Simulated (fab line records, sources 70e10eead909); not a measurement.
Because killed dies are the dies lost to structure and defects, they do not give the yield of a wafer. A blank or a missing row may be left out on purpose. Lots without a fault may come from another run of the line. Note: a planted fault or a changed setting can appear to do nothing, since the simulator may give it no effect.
What tool caused it?    flow nand-harc    15 lots with 42 wafers sampled at 2 steps, on a route of 1302 steps

== WHAT THE GAUGES READ, wafer by wafer ==
NHARC_A_SOURCE_PLATE_INSPECT_08.
lot   measured      on                 raw-defect-count
L594  day 8 02:53   defect-inspect-01  70 97 70
L602  day 11 07:56  defect-inspect-02  49 39
L604  day 11 19:30  defect-inspect-02  41 40
L605  day 12 13:13  defect-inspect-01  158 60
L607  day 12 21:04  defect-inspect-01  79 56 75
L606  day 12 21:04  defect-inspect-02  69 48 69
L608  day 14 01:04  defect-inspect-01  39 79 46
L609  day 14 07:43  defect-inspect-01  57 39 52
L610  day 14 17:12  defect-inspect-02  36 41 42
L611  day 14 17:12  defect-inspect-01  84 107 50
L612  day 15 03:14  defect-inspect-02  92 48 40
L613  day 15 23:01  defect-inspect-01  70 62 67
L616  day 16 18:16  defect-inspect-02  35 45 39
L615  day 16 18:17  defect-inspect-02  58 67 44
L617  day 17 04:44  defect-inspect-02  37 49 24

NHARC_A_ONON_D1_THK_MEAS_11: measures by ellipsometry.
lot   measured      on             thk-nm (nm)
L594  day 8 05:10   film-metro-02  999 998 998
L602  day 11 10:13  film-metro-01  1006 1005
L604  day 11 21:55  film-metro-01  997 998
L605  day 12 15:30  film-metro-01  986 984
L607  day 12 23:20  film-metro-02  1000 999 1000
L606  day 12 23:20  film-metro-01  995 993 994
L608  day 14 03:20  film-metro-02  990 991 990
L609  day 14 09:58  film-metro-01  1007 1007 1006
L610  day 14 19:28  film-metro-01  1004 1005 1004
L611  day 14 19:29  film-metro-02  993 993 996
L612  day 15 05:32  film-metro-02  995 996 995
L613  day 16 01:17  film-metro-02  1009 1007 1008
L616  day 16 20:33  film-metro-01  1001 1000 1001
L615  day 16 20:54  film-metro-01  998 997 997
L617  day 17 07:00  film-metro-01  1010 1011 1009

== WHICH TOOL RAN EACH LOT (tool, then ch and the chambers of the sampled wafers, then the start) ==
Record: no process step prior to these readings.

== AS READ BY THE TOOLS THEMSELVES (means over the sampled wafers that have a number; for cases with no such wafer, the mark the record gives instead) ==
The record holds no such reading with a usual standard deviation.

== THE ANSWER, worked out from the rows above alone ==
Rule: what is usual is taken from the lots themselves. The widest of any qualifying gaps counts: lots, ordered by their means at a reading, are off when they make up no more than a third of the lots, leave a main group of 4 or more, and stand apart from it by 3 or more times the standard deviation of that group's means. A main group whose means are all the same, to the digits that the tables above print for the reading, isn't used. Also off: a lot with no number at a reading for which 4 or more lots have one. Any other lot the step has rows for is counted as sound. Order of review: gauges by route order, followed by the tools' own readings, for which a lot's mean as printed above is used. At the first step where some lot is off, the reading lying furthest off is the one used; lots without a number count as furthest.
No lot is off on any of the readings shown, so nothing can be concluded from this.

== WHAT THE SIMULATOR HAD INSERTED ==
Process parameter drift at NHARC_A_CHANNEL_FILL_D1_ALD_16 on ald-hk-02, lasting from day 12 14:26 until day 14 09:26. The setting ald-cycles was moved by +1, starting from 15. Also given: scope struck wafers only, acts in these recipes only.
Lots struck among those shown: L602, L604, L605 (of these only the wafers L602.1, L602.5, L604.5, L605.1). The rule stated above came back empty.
